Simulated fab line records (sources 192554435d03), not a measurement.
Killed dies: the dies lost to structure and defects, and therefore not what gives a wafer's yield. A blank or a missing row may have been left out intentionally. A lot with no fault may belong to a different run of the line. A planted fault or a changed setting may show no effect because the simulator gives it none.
Matching of chambers -- flow n5_finfet -- N5_BEOL_M3_ALD_84 on ald_metal-03 has 3 sister chambers
The step deposits TaN, pulse time 2 s, purge time 3 s, co reactant purge time 2 s. 16 wafers are shown with their chamber, then 6 later ones without.

## WAFERS WITH THEIR CHAMBER
wafer,chamber,heater_power_w (W),heater_power_outer_w (W),precursor_vessel_pressure_torr (Torr)
L074.1,3,376,218,26.30
L074.5,0,378,214,26.20
L074.6,3,369,214,26.25
L079.1,3,385,217,26.27
L079.3,2,431,236,26.30
L079.4,0,380,213,26.23
L080.3,2,436,237,26.29
L080.4,0,366,214,26.18
L080.5,2,432,247,26.20
L083.3,2,438,242,26.24
L083.4,3,381,214,26.21
L083.5,3,371,214,26.29
L086.1,3,382,219,26.27
L086.2,2,426,247,26.22
L086.3,0,381,219,26.31
L090.1,2,436,238,26.21

SIGNATURES (means of the wafers above)
reading,chamber 0,chamber 2,chamber 3,scatter within a chamber
heater_power_w,376.25,433.17,377.33,5.86
heater_power_outer_w,215.00,241.17,216.00,3.63
precursor_vessel_pressure_torr,26.2300,26.2433,26.2650,0.0429
Rule: for a wafer and a chamber, the distance is found by dividing, reading by reading, the gap between the wafer's reading and the chamber's mean by the reading's scatter, squaring, summing and taking the root. The wafer belongs to the nearest chamber; if the next one is less than 2 further off, it can't be placed. How the scatter is found: for the shown wafers, subtract from each reading the mean of its chamber, square and add these, divide the total by (wafers less chambers), then take the root.

## WAFERS WITH NO CHAMBER GIVEN
wafer,heater_power_w (W),heater_power_outer_w (W),precursor_vessel_pressure_torr (Torr)
L090.6,377,209,26.32
L089.2,437,243,26.27
L089.3,374,213,26.26
L089.6,372,211,26.27
L096.1,440,240,26.30
L096.5,431,243,26.31

## WHICH CHAMBER EACH WENT THROUGH
wafer,from the rows above,in truth
L090.6,can't be placed: 3 or 0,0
L089.2,2,2
L089.3,can't be placed: 0 or 3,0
L089.6,can't be placed: 0 or 3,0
L096.1,2,2
L096.5,2,2
Correct placement for 3 of the 6. Unplaceable from these rows: 3, with the true chamber sitting among the candidates in 3. 0 placed wrongly.
